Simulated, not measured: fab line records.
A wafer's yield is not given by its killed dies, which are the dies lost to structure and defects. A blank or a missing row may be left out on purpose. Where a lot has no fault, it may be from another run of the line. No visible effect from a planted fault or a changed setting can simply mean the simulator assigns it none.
fab line records	flow n5_finfet
record lots=7	wafers=39
route steps=1938 shown FIN_SAQP@102 DUMMY_GATE@243 HKMG_FIN@421 BEOL_M0_SAQP@638 BEOL_M4@1108
start_h: hours from the record's first day to the start of the lot's first wafer shown	wait_h: hours since the lot's step before	" as in the row above	L1.1+2: a single row standing in for several wafers	- no value present, or no start provided	* or withheld: withheld	< > ~ a bound
route shown NAME@n: names a module that has steps shown in the file, with the first one's number in the route	usual: mean and standard deviation over wafers with no fault	same: alike in all rows	chamber/n: place in a boat	sites: per-site readings	_std_site: standard deviation across them	_edge_site: outer sites' mean less inner sites'	radius_mm: for every site, how far away it sits from the centre of the wafer	mask NAME#n: copy n	behind: the last tool/chamber to shape the wafer	hold: why the lot went on hold/how many hours it stayed there/how the hold came to an end	device: the n, p or np transistor that did not switch	end of line: the route-end tests of the same wafers	where a step has no rows: the recipe by itself	killed: dies that structure and defects cost at the first sort, which is not the same as the wafer's yield	map: per-die view of a wafer (x killed, . not killed, _ where there is no die)
set.NAME: the run value of the setting; set.NAME@STEP: its run value at that earlier step	model.NAME: the simulator's own value behind a step, which no gauge read
lots run with intentionally changed settings; tables by step, rows by wafer
## steps
# step N5_FIN_SAQP_HM_DEP_72
# recipe material=SiO2	target_thk_a=120	temp_c=400	precursor=SiH4/N2O	pressure_torr=0.75	rf_w=275	time_s=7.2
lot.wafer	tool	chamber	start_h	wait_h	set.target_thk_a	model.SiO2_of_FIN_SAQP_HM_DEP_72.thk_nm
L074.4	pecvd-04	1	21.47	0.1	120	12.05
L074.5	"	0	"	"	120	11.89
L074.6	"	2	"	"	120	12
L078.1+2	pecvd-01	0,2	45.16	0.0	120	11.97
L078.3	"	1	"	"	120	11.82
L078.4	"	0	"	"	120	12.02
L078.5	"	1	"	"	120	11.94
L078.6	"	2	"	"	120	12.1
L082.1	pecvd-04	0	70.16	0.0	89.8	8.843
L082.2	"	2	"	"	120	11.72
L082.3	"	1	"	"	120	11.86
L082.4	"	1	"	"	89.8	9.04
L082.5	"	2	"	"	120	11.95
L082.6	"	0	"	"	89.8	9.165
L083.1	pecvd-04	0	75.32	0.0	120	11.98
L083.2	"	1	"	"	120	12.02
L083.3	"	2	"	"	144.2	14.24
L083.4	"	2	"	"	120	11.73
L083.5	"	0	"	"	144.2	14.53
L083.6	"	1	"	"	144.2	14.74
L084.1	pecvd-03	1	81.53	0.0	120	11.92
L084.2	"	0	"	"	120	11.98
L084.3	"	2	"	"	174.8	17.38
L084.4	"	0	"	"	174.8	17.43
L084.5	"	1	"	"	120	12.04
L084.6	"	2	"	"	174.8	17.5
L087.1	pecvd-03	0	101.31	0.0	91.93	9.091
L087.2	"	2	"	"	91.93	8.965
L087.3	"	1	"	"	120	11.84
L087.4	"	1	"	"	91.93	9.13
L087.5	"	2	"	"	120	11.78
L087.6	"	0	"	"	120	12.13
L093.1	pecvd-03	2	135.40	0.0	120	11.99
L093.2	"	0	"	"	120	12.05
L093.3	"	1	"	"	120	11.9
L093.4	"	0	"	"	120	12.25
L093.5	"	2	"	"	120	12.23
L093.6	"	1	"	"	120	12.14
# step N5_FIN_SAQP_COAT_49
# recipe resist=SOC	temp_c=250	time_s=60	spin_rpm=1500	resist_thk_nm=100
# step N5_FIN_SAQP_COAT_50
# recipe resist=SiARC	temp_c=220	time_s=60	spin_rpm=1500	resist_thk_nm=35
# step N5_FIN_SAQP_ETCH_52
# recipe chemistry=N2/H2	target=SOC	target_depth_a=1000	overetch_a=200	mask_material=SiARC	temp_c=40	time_s=150	ion_energy_ev=200	pressure_mtorr=30	source_w=840	bias_w=150	n2_flow_sccm=200	h2_flow_sccm=200	ends=end_point
# step N5_FIN_SAQP_STRIP_53
# recipe chemistry=N2/H2	temp_c=40	n2_flow_sccm=200	h2_flow_sccm=200	rf_frequency_hz=6e+07
# step N5_FIN_SAQP_HM_OPEN_73
# recipe chemistry=CHF3/O2	target=SiO2	stop_on=a-Si	target_depth_a=120	over_etch_frac=1.8	mask_material=SOC	time_s=16.8	pressure_mtorr=30	source_w=650	bias_w=170	Ar_flow_sccm=200	CHF3_flow_sccm=50	O2_flow_sccm=5	ion_energy_ev=200	ends=end_point
lot.wafer	tool	chamber	start_h	wait_h	set.target_thk_a@FIN_SAQP_HM_DEP_72	model.etch.depth_nm
L074.4	rie_diel-02	1	22.34	0.0	120	12.05
L074.5	"	3	"	"	120	11.89
L074.6	"	2	"	"	120	12
L078.1+2	rie_diel-02	1,2	45.90	0.0	120	11.97
L078.3	"	3	"	"	120	11.82
L078.4	"	1	"	"	120	12.02
L078.5	"	2	"	"	120	11.94
L078.6	"	3	"	"	120	12.1
L082.1	rie_diel-01	1	71.10	0.0	89.8	8.843
L082.2	"	2	"	"	120	11.72
L082.3	"	3	"	"	120	11.86
L082.4	"	0	"	"	89.8	9.04
L082.5	"	0	"	"	120	11.95
L082.6	"	3	"	"	89.8	9.165
L083.1	rie_diel-04	1	77.67	0.0	120	11.98
L083.2	"	2	"	"	120	12.02
L083.3	"	3	"	"	144.2	14.24
L083.4	"	0	"	"	120	11.73
L083.5	"	0	"	"	144.2	14.53
L083.6	"	3	"	"	144.2	14.74
L084.1	rie_diel-01	3	82.27	0.0	120	11.92
L084.2	"	0	"	"	120	11.98
L084.3	"	1	"	"	174.8	17.38
L084.4	"	2	"	"	174.8	17.43
L084.5	"	2	"	"	120	12.04
L084.6	"	3	"	"	174.8	17.5
L087.1	rie_diel-02	0	102.49	0.0	91.93	9.091
L087.2	"	3	"	"	91.93	8.965
L087.3	"	1	"	"	120	11.84
L087.4	"	2	"	"	91.93	9.13
L087.5	"	3	"	"	120	11.78
L087.6	"	2	"	"	120	12.13
L093.1	rie_diel-01	2	136.89	0.0	120	11.99
L093.2	"	3	"	"	120	12.05
L093.3	"	0	"	"	120	11.9
L093.4	"	3	"	"	120	12.25
L093.5	"	2	"	"	120	12.23
L093.6	"	0	"	"	120	12.14
# step N5_DUMMY_GATE_ETCH_31
# recipe chemistry=C4F6/O2	target=SiO2	mask_material=SOC	target_depth_a=825	time_s=27.5	ion_energy_ev=250	pressure_mtorr=30	source_w=345	bias_w=185	Ar_flow_sccm=300	C4F6_flow_sccm=10	O2_flow_sccm=10
lot.wafer	tool	chamber	start_h	wait_h	set.target_depth_a	model.etch.depth_nm	model.SOC_of_DUMMY_GATE_COAT_34.thk_nm
L074.4	rie_diel-06	1	47.38	0.1	825	80.29	52
L074.5	"	2	"	"	825	81.06	51.8
L074.6	"	0	"	"	825	81.87	51.6
L078.1	rie_diel-05	3	69.27	0.0	825	80.99	52.2
L078.2	"	0	"	"	825	85.32	51.6
L078.3	"	1	"	"	1283	129.4	47.2
L078.4	"	2	"	"	1283	133.3	47
L078.5	"	2	"	"	825	85.75	51.6
L078.6	"	1	"	"	1283	129.9	47.2
L082.1	rie_diel-06	3	96.80	0.3	448.5	44.9	55.4
L082.2	"	2	"	"	448.5	43.93	55.6
L082.3	"	1	"	"	825	80.29	52
L082.4	"	0	"	"	448.5	43.93	55.4
L082.5	"	2	"	"	825	79.97	52
L082.6	"	3	"	"	825	82.65	51.4
L083.1	rie_diel-03	1	103.29	0.0	825	83.3	51.2
L083.2	"	0	"	"	825	81.85	51.6
L083.3	"	3	"	"	825	83.7	51.2
L083.4	"	3	"	"	825	83.9	51.4
L083.5	"	0	"	"	825	82.37	51.6
L083.6	"	1	"	"	825	83.1	51.4
L084.1	rie_diel-06	2	106.79	0.0	1062	105.7	49.2
L084.2	"	0	"	"	825	82.69	51.6
L084.3	"	1	"	"	1062	105.5	49.2
L084.4	"	3	"	"	1062	108.4	49
L084.5	"	2	"	"	825	81.91	51.8
L084.6	"	1	"	"	825	81.7	51.8
L087.1	rie_diel-03	0	127.20	0.0	825	81.87	51.8
L087.2	"	3	"	"	597.1	60.83	53.8
L087.3	"	1	"	"	825	84.23	51.6
L087.4	"	1	"	"	597.1	60.63	54
L087.5	"	0	"	"	825	82.51	52
L087.6	"	3	"	"	597.1	60.12	54
L093.1	rie_diel-05	3	161.51	0.2	354.2	34.92	56.6
L093.2	"	1	"	"	825	83.26	51.8
L093.3	"	2	"	"	354.2	36.84	56.2
L093.4	"	0	"	"	825	85.4	51.6
L093.5	"	0	"	"	354.2	36.62	56.4
L093.6	"	1	"	"	825	83.56	51.8
# step N5_DUMMY_GATE_STRIP_41
# recipe chemistry=O2	power_w=400	temp_c=40	pressure_mtorr=30	rf_frequency_hz=6e+07	bias_power_w=0	overash_fraction=0.3	o2_flow_sccm=225
# step N5_DUMMY_GATE_HM_OPEN_21
# recipe chemistry=CH3F/O2	target=SiNx	target_depth_a=1200	Ar_flow_sccm=150	CH3F_flow_sccm=30	O2_flow_sccm=23	time_s=171.4	pressure_mtorr=30	source_w=395	bias_w=73	ion_energy_ev=120.7
# step N5_DUMMY_GATE_ETCH_32
# recipe chemistry=CF4	target=SiO2	target_depth_a=35	time_s=3.9	ion_energy_ev=350	pressure_mtorr=10	icp_w=800	bias_w=400	cf4_flow_sccm=80
# step N5_DUMMY_GATE_ETCH_23
# recipe chemistry=HBr/Cl2/O2	HBr_flow_sccm=150	Cl2_flow_sccm=80	O2_flow_sccm=12	bias_w=102	target_depth_a=410	time_s=22.3	target=poly-Si	mask_material=SiO2	pressure_mtorr=10	icp_w=800
# step N5_DUMMY_GATE_ETCH_44
# recipe chemistry=HBr/O2	over_etch_frac=0.7	target_depth_a=1275	stop_on=SiO2	ion_energy_ev=60	bias_w=20	target=poly-Si	mask_material=SiO2	pressure_mtorr=20	icp_w=400	HBr_flow_sccm=120	O2_flow_sccm=10
# usual oes_product_au=0.737/0.012
lot.wafer	tool	chamber	start_h	wait_h	set.target_depth_a@DUMMY_GATE_ETCH_31	oes_product_au
L074.4	rie_si-06	3	47.69	0.0	825	0.761
L074.5	"	0	"	"	825	0.760
L074.6	"	3	"	"	825	0.762
L078.1	rie_si-06	1	69.60	0.0	825	0.741
L078.2	"	0	"	"	825	0.765
L078.3	"	3	"	"	1283	0.749
L078.4	"	2	"	"	1283	0.748
L078.5	"	3	"	"	825	0.756
L078.6	"	2	"	"	1283	0.741
L082.1	rie_si-01	0	97.14	0.0	448.5	0.387
L082.2	"	1	"	"	448.5	0.373
L082.3	"	3	"	"	825	0.703
L082.4	"	2	"	"	448.5	0.387
L082.5	"	1	"	"	825	0.723
L082.6	"	0	"	"	825	0.730
L083.1	rie_si-04	1	103.63	0.0	825	0.735
L083.2	"	0	"	"	825	0.734
L083.3	"	2	"	"	825	0.732
L083.4	"	3	"	"	825	0.743
L083.5	"	3	"	"	825	0.728
L083.6	"	2	"	"	825	0.732
L084.1	rie_si-06	1	107.13	0.0	1062	0.734
L084.2	"	0	"	"	825	0.759
L084.3	"	3	"	"	1062	0.734
L084.4	"	2	"	"	1062	0.752
L084.5	"	0	"	"	825	0.749
L084.6	"	1	"	"	825	0.740
L087.1	rie_si-04	2	127.54	0.0	825	0.726
L087.2	"	1	"	"	597.1	0.586
L087.3	"	0	"	"	825	0.721
L087.4	"	3	"	"	597.1	0.557
L087.5	"	0	"	"	825	0.735
L087.6	"	1	"	"	597.1	0.526
L093.1	rie_si-01	3	161.84	0.0	354.2	0.366
L093.2	"	2	"	"	825	0.758
L093.3	"	1	"	"	354.2	0.373
L093.4	"	0	"	"	825	0.743
L093.5	"	1	"	"	354.2	0.367
L093.6	"	2	"	"	825	0.749
# step N5_HKMG_FIN_PWFM_ALD_03
# recipe material=TiN	target_thk_a=20	temp_c=400	ald_precursor_family=TiCl4	ald_co_reactant=NH3	pulse_time_s=1	purge_time_s=3	co_reactant_purge_time_s=2	co_reactant_pulse_time_s=2	ald_cycles=91	pressure_torr=3
lot.wafer	tool	chamber	start_h	wait_h	set.ald_cycles	model.TiN_of_HKMG_FIN_PWFM_ALD_03.thk_nm
L074.4+5+6	ald_metal-04	1,3,0	74.63	0.3	91	2
L078.1+5+6	ald_metal-04	2,2,3	95.51	0.0	105	2.4
L078.2+3+4	"	3,1,0	"	"	91	2
L082.1+3+4	ald_metal-01	0,2,1	126.28	0.0	144	3.2
L082.2+5+6	"	3,2,3	"	"	91	2
L083.1+5+6	ald_metal-03	0,0,1	132.98	0.0	91	2
L083.2+3+4	"	1,3,2	"	"	65	1.4
L084.1+2+4	ald_metal-03	1,3,0	134.73	0.0	91	2
L084.3+5+6	"	2,0,3	"	"	72	1.6
L087.1+2+3+4+5+6	ald_metal-01	3,0,1,2,1,2	155.79	0.0	91	2
L093.1+2+3	ald_metal-01	2,3,0	190.97	0.0	91	2
L093.4+5+6	"	1,1,0	"	"	56	1.2
# step N5_BEOL_M0_SAQP_PECVD_04
# recipe material=a-Si	target_thk_a=600	temp_c=350	precursor=SiH4/He	pressure_torr=3	rf_w=100	time_s=60.2
lot.wafer	tool	chamber	start_h	wait_h	set.time_s	model.a-Si_of_BEOL_M0_SAQP_PECVD_04.thk_nm
L074.4	pecvd-02	2	111.76	0.1	60.2	61.2
L074.5	"	1	"	"	60.2	60.4
L074.6	"	2	"	"	60.2	60.8
L078.1	pecvd-04	0	134.47	0.0	74.3	74.4
L078.2	"	2	"	"	74.3	74.6
L078.3	"	1	"	"	60.2	58.8
L078.4+5	"	2,0	"	"	60.2	61.2
L078.6	"	1	"	"	74.3	74
L082.1	pecvd-04	1	156.78	0.0	60.2	58.4
L082.2+6	"	0,1	"	"	60.2	59.8
L082.3	"	2	"	"	60.2	60.2
L082.4+5	"	2,0	"	"	60.2	61
L083.1+2	pecvd-04	2,0	163.76	0.0	60.2	60
L083.3	"	1	"	"	60.2	58.8
L083.4	"	2	"	"	60.2	60.2
L083.5	"	1	"	"	60.2	59.6
L083.6	"	0	"	"	60.2	61.4
L084.1	pecvd-03	1	167.46	0.0	31.54	31
L084.2	"	2	"	"	60.2	60.6
L084.3	"	0	"	"	60.2	59.4
L084.4	"	2	"	"	31.54	32.6
L084.5	"	1	"	"	31.54	31.2
L084.6	"	0	"	"	60.2	61
L087.1	pecvd-03	0	188.27	0.0	60.2	59
L087.2	"	2	"	"	41.12	40
L087.3	"	1	"	"	41.12	39.8
L087.4	"	0	"	"	60.2	60.4
L087.5	"	1	"	"	41.12	40.4
L087.6	"	2	"	"	60.2	60
L093.1	pecvd-03	0	223.08	0.0	37.66	37.4
L093.2	"	1	"	"	60.2	59
L093.3	"	2	"	"	60.2	59.6
L093.4+6	"	2,0	"	"	37.66	37.2
L093.5	"	1	"	"	60.2	60.2
# step N5_BEOL_M0_SAQP_THK_MEAS_05
# usual thk_nm=59.9/0.76
lot.wafer	tool	chamber	start_h	wait_h	set.time_s@BEOL_M0_SAQP_PECVD_04	thk_nm
L074.4	film_metro-01	-	111.86	0.1	60.2	61.3
L074.5	"	-	"	"	60.2	60.4
L074.6	"	-	"	"	60.2	60.8
L078.1	film_metro-01	-	134.56	0.1	74.3	74.4
L078.2	"	-	"	"	74.3	74.6
L078.3	"	-	"	"	60.2	58.9
L078.4	"	-	"	"	60.2	61.1
L078.5	"	-	"	"	60.2	61.2
L078.6	"	-	"	"	74.3	73.9
L082.1	film_metro-02	-	156.87	0.1	60.2	58.5
L082.2	"	-	"	"	60.2	59.8
L082.3	"	-	"	"	60.2	60.3
L082.4	"	-	"	"	60.2	61.0
L082.5	"	-	"	"	60.2	61.0
L082.6	"	-	"	"	60.2	59.9
L083.1	film_metro-02	-	163.85	0.1	60.2	59.9
L083.2	"	-	"	"	60.2	60.0
L083.3	"	-	"	"	60.2	58.9
L083.4	"	-	"	"	60.2	60.2
L083.5	"	-	"	"	60.2	59.7
L083.6	"	-	"	"	60.2	61.3
L084.1	film_metro-02	-	167.55	0.1	31.54	31.0
L084.2	"	-	"	"	60.2	60.6
L084.3	"	-	"	"	60.2	59.5
L084.4	"	-	"	"	31.54	32.5
L084.5	"	-	"	"	31.54	31.2
L084.6	"	-	"	"	60.2	61.0
L087.1	film_metro-01	-	188.38	0.1	60.2	59.0
L087.2	"	-	"	"	41.12	40.2
L087.3	"	-	"	"	41.12	39.8
L087.4	"	-	"	"	60.2	60.4
L087.5	"	-	"	"	41.12	40.3
L087.6	"	-	"	"	60.2	59.9
L093.1	film_metro-02	-	223.18	0.1	37.66	37.3
L093.2	"	-	"	"	60.2	59.0
L093.3	"	-	"	"	60.2	59.7
L093.4	"	-	"	"	37.66	37.2
L093.5	"	-	"	"	60.2	60.1
L093.6	"	-	"	"	37.66	37.2
# step N5_BEOL_M0_SAQP_HM_DEP_111
# recipe material=SiO2	target_thk_a=120	temp_c=400	precursor=SiH4/N2O	pressure_torr=0.75	rf_w=275	time_s=7.2
# step N5_BEOL_M0_SAQP_COAT_81
# recipe resist=SOC	temp_c=250	time_s=60	spin_rpm=1500	resist_thk_nm=100
# step N5_BEOL_M0_SAQP_ETCH_84
# recipe chemistry=N2/H2	target=SOC	target_depth_a=1000	overetch_a=200	mask_material=SiARC	temp_c=40	time_s=150	ion_energy_ev=200	pressure_mtorr=30	source_w=840	bias_w=150	n2_flow_sccm=200	h2_flow_sccm=200
# step N5_BEOL_M0_SAQP_STRIP_80
# recipe chemistry=N2/H2	temp_c=40	n2_flow_sccm=200	h2_flow_sccm=200	rf_frequency_hz=6e+07
# step N5_BEOL_M0_SAQP_HM_OPEN_112
# recipe chemistry=CHF3/O2	target=SiO2	stop_on=a-Si	target_depth_a=120	over_etch_frac=1.25	mask_material=SOC	time_s=13.5	pressure_mtorr=30	source_w=650	bias_w=170	Ar_flow_sccm=200	CHF3_flow_sccm=50	O2_flow_sccm=5	ion_energy_ev=200	ends=end_point
lot.wafer	tool	chamber	start_h	wait_h	set.time_s@BEOL_M0_SAQP_PECVD_04	model.a-Si_of_BEOL_M0_SAQP_PECVD_04.thk_nm
L074.4	rie_diel-05	0	112.76	0.0	60.2	61.2
L074.5	"	0	"	"	60.2	60.2
L074.6	"	1	"	"	60.2	60.8
L078.1	rie_diel-05	2	135.20	0.0	74.3	74.2
L078.2	"	0	"	"	74.3	74.6
L078.3	"	1	"	"	60.2	58.8
L078.4	"	0	"	"	60.2	61
L078.5	"	2	"	"	60.2	61.2
L078.6	"	1	"	"	74.3	74
L082.1	rie_diel-05	1	157.64	0.0	60.2	58.4
L082.2+6	"	3,1	"	"	60.2	59.8
L082.3	"	2	"	"	60.2	60.2
L082.4+5	"	0	"	"	60.2	60.8
L083.1+2	rie_diel-05	3,2	164.49	0.0	60.2	60
L083.3	"	0	"	"	60.2	58.8
L083.4	"	1	"	"	60.2	60.2
L083.5	"	0	"	"	60.2	59.6
L083.6	"	1	"	"	60.2	61.4
L084.1+5	rie_diel-05	1,0	168.32	0.0	31.54	31
L084.2	"	2	"	"	60.2	60.6
L084.3	"	3	"	"	60.2	59.4
L084.4	"	0	"	"	31.54	32.4
L084.6	"	1	"	"	60.2	61
L087.1	rie_diel-06	1	189.26	0.0	60.2	59
L087.2	"	0	"	"	41.12	40
L087.3	"	3	"	"	41.12	39.8
L087.4	"	2	"	"	60.2	60.4
L087.5	"	0	"	"	41.12	40.4
L087.6	"	3	"	"	60.2	60
L093.1	rie_diel-06	2	224.46	0.0	37.66	37.4
L093.2	"	3	"	"	60.2	59
L093.3	"	1	"	"	60.2	59.6
L093.4+6	"	0,3	"	"	37.66	37.2
L093.5	"	0	"	"	60.2	60.2
# step N5_BEOL_M0_SAQP_STRIP_113
# recipe chemistry=CHF3/O2	resist=SiARC	rf_frequency_hz=6e+07
# step N5_BEOL_M0_SAQP_MANDREL_ETCH_20
# recipe target_depth_a=600	chemistry=HBr/Cl2	target=a-Si	stop_on=SiNx	bt_time_s=10	mask_material=SOC	over_etch_frac=0.5	time_s=30	pressure_mtorr=10	icp_w=800	bias_w=75	HBr_flow_sccm=150	Cl2_flow_sccm=80	ends=end_point
# usual oes_product_au=0.780/0.012
lot.wafer	tool	chamber	start_h	wait_h	set.time_s@BEOL_M0_SAQP_PECVD_04	oes_product_au	model.etch.depth_nm
L074.4	rie_si-06	3	112.85	0.0	60.2	0.797	61.17
L074.5	"	0	"	"	60.2	0.803	60.27
L074.6	"	1	"	"	60.2	0.790	60.8
L078.1	rie_si-04	0	135.28	0.0	74.3	0.890	74.29
L078.2	"	2	"	"	74.3	0.877	74.54
L078.3	"	1	"	"	60.2	0.775	58.88
L078.4	"	3	"	"	60.2	0.786	60.98
L078.5	"	0	"	"	60.2	0.788	61.11
L078.6	"	3	"	"	74.3	0.877	73.97
L082.1	rie_si-06	1	157.72	0.0	60.2	0.764	58.49
L082.2	"	0	"	"	60.2	0.792	59.85
L082.3	"	2	"	"	60.2	0.784	60.19
L082.4	"	3	"	"	60.2	0.804	60.86
L082.5	"	3	"	"	60.2	0.805	60.88
L082.6	"	2	"	"	60.2	0.788	59.81
L083.1	rie_si-06	1	164.57	0.0	60.2	0.766	59.93
L083.2	"	2	"	"	60.2	0.791	59.94
L083.3	"	0	"	"	60.2	0.788	58.74
L083.4	"	3	"	"	60.2	0.793	60.22
L083.5	"	1	"	"	60.2	0.775	59.57
L083.6	"	0	"	"	60.2	0.806	61.31
L084.1	rie_si-01	0	168.40	0.0	31.54	0.566	31.05
L084.2	"	3	"	"	60.2	0.760	60.51
L084.3	"	1	"	"	60.2	0.759	59.45
L084.4	"	2	"	"	31.54	0.586	32.41
L084.5	"	1	"	"	31.54	0.555	31.1
L084.6	"	2	"	"	60.2	0.797	60.97
L087.1	rie_si-04	2	189.34	0.0	60.2	0.770	58.98
L087.2	"	3	"	"	41.12	0.627	40.1
L087.3	"	1	"	"	41.12	0.620	39.79
L087.4	"	0	"	"	60.2	0.794	60.44
L087.5	"	0	"	"	41.12	0.633	40.38
L087.6	"	3	"	"	60.2	0.772	59.93
L093.1	rie_si-04	3	224.54	0.0	37.66	0.605	37.39
L093.2	"	1	"	"	60.2	0.773	58.97
L093.3	"	2	"	"	60.2	0.770	59.62
L093.4	"	0	"	"	37.66	0.610	37.13
L093.5	"	0	"	"	60.2	0.776	60.11
L093.6	"	3	"	"	37.66	0.600	37.13
# step N5_BEOL_M4_DEP_57
# recipe material=SiCN	target_thk_a=80	temp_c=withheld	precursor=3MS/NH3	pressure_torr=3	rf_w=202	time_s=14
lot.wafer	tool	chamber	start_h	wait_h	set.target_thk_a	model.SiCN_of_BEOL_M4_DEP_57.thk_nm
L074.4+6	pecvd-01	0,2	162.39	0.0	80	8
L074.5	"	1	"	"	80	8.2
L078.1	pecvd-02	2	185.28	0.0	116.4	11.6
L078.2+3	"	0,1	"	"	116.4	11.4
L078.4	"	1	"	"	80	7.8
L078.5	"	2	"	"	80	8.2
L078.6	"	0	"	"	80	8
L082.1+2	pecvd-04	2,1	208.83	0.0	113.7	11.2
L082.3	"	0	"	"	80	8
L082.4	"	2	"	"	80	8.2
L082.5	"	1	"	"	80	7.8
L082.6	"	0	"	"	113.7	11.4
L083.1	pecvd-01	2	218.35	0.0	80	8
L083.2+3	"	0,2	"	"	67.17	6.8
L083.4+6	"	0,2	"	"	80	8.2
L083.5	"	0	"	"	67.17	7
L084.1+3+4+5	pecvd-01	0,2,0,2	223.40	0.0	80	8.2
L084.2	"	1	"	"	80	8
L084.6	"	1	"	"	80	8.4
L087.1	pecvd-04	1	242.12	0.0	80	7.8
L087.2	"	0	"	"	80	8
L087.3	"	0	"	"	80	8.2
L087.4+6	"	1	"	"	112.3	11.4
L087.5	"	0	"	"	112.3	11.6
L093.1+2	pecvd-01	0,1	279.54	0.0	80	8
L093.3+4	"	2,0	"	"	35.55	3.4
L093.5	"	2	"	"	80	7.8
L093.6	"	1	"	"	35.55	3.6
## key
split step=N5_FIN_SAQP_HM_DEP_72	setting=target_thk_a	stated=120	by=wafer
response step=N5_FIN_SAQP_HM_DEP_72	reading=model.SiO2_of_FIN_SAQP_HM_DEP_72.thk_nm	change=+0.12	per=1%	r=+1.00
response step=N5_FIN_SAQP_HM_OPEN_73	reading=model.etch.depth_nm	change=+0.12	per=1%	r=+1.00
split step=N5_DUMMY_GATE_ETCH_31	setting=target_depth_a	stated=825	by=wafer
response step=N5_DUMMY_GATE_ETCH_31	reading=model.etch.depth_nm	change=+0.833	per=1%	r=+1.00
response step=N5_DUMMY_GATE_ETCH_31	reading=model.SOC_of_DUMMY_GATE_COAT_34.thk_nm	change=-0.0826	per=1%	r=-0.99
response step=N5_DUMMY_GATE_ETCH_44	reading=oes_product_au	shape=bent	at_lowest=0.368	at_stated=0.741	at_highest=0.746
split step=N5_HKMG_FIN_PWFM_ALD_03	setting=ald_cycles	stated=91	by=wafer
response step=N5_HKMG_FIN_PWFM_ALD_03	reading=model.TiN_of_HKMG_FIN_PWFM_ALD_03.thk_nm	change=+0.0208	per=1%	r=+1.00
split step=N5_BEOL_M0_SAQP_PECVD_04	setting=time_s	stated=60.2	by=wafer
response step=N5_BEOL_M0_SAQP_PECVD_04	reading=model.a-Si_of_BEOL_M0_SAQP_PECVD_04.thk_nm	change=+0.604	per=1%	r=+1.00
response step=N5_BEOL_M0_SAQP_THK_MEAS_05	reading=thk_nm	change=*	per=1%	r=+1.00
response step=N5_BEOL_M0_SAQP_HM_OPEN_112	reading=model.a-Si_of_BEOL_M0_SAQP_PECVD_04.thk_nm	change=+0.606	per=1%	r=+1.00
response step=N5_BEOL_M0_SAQP_MANDREL_ETCH_20	reading=oes_product_au	change=+0.00442	per=1%	r=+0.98
response step=N5_BEOL_M0_SAQP_MANDREL_ETCH_20	reading=model.etch.depth_nm	change=+0.605	per=1%	r=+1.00
split step=N5_BEOL_M4_DEP_57	setting=target_thk_a	stated=80	by=wafer
response step=N5_BEOL_M4_DEP_57	reading=model.SiCN_of_BEOL_M4_DEP_57.thk_nm	change=+0.0798	per=1%	r=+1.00
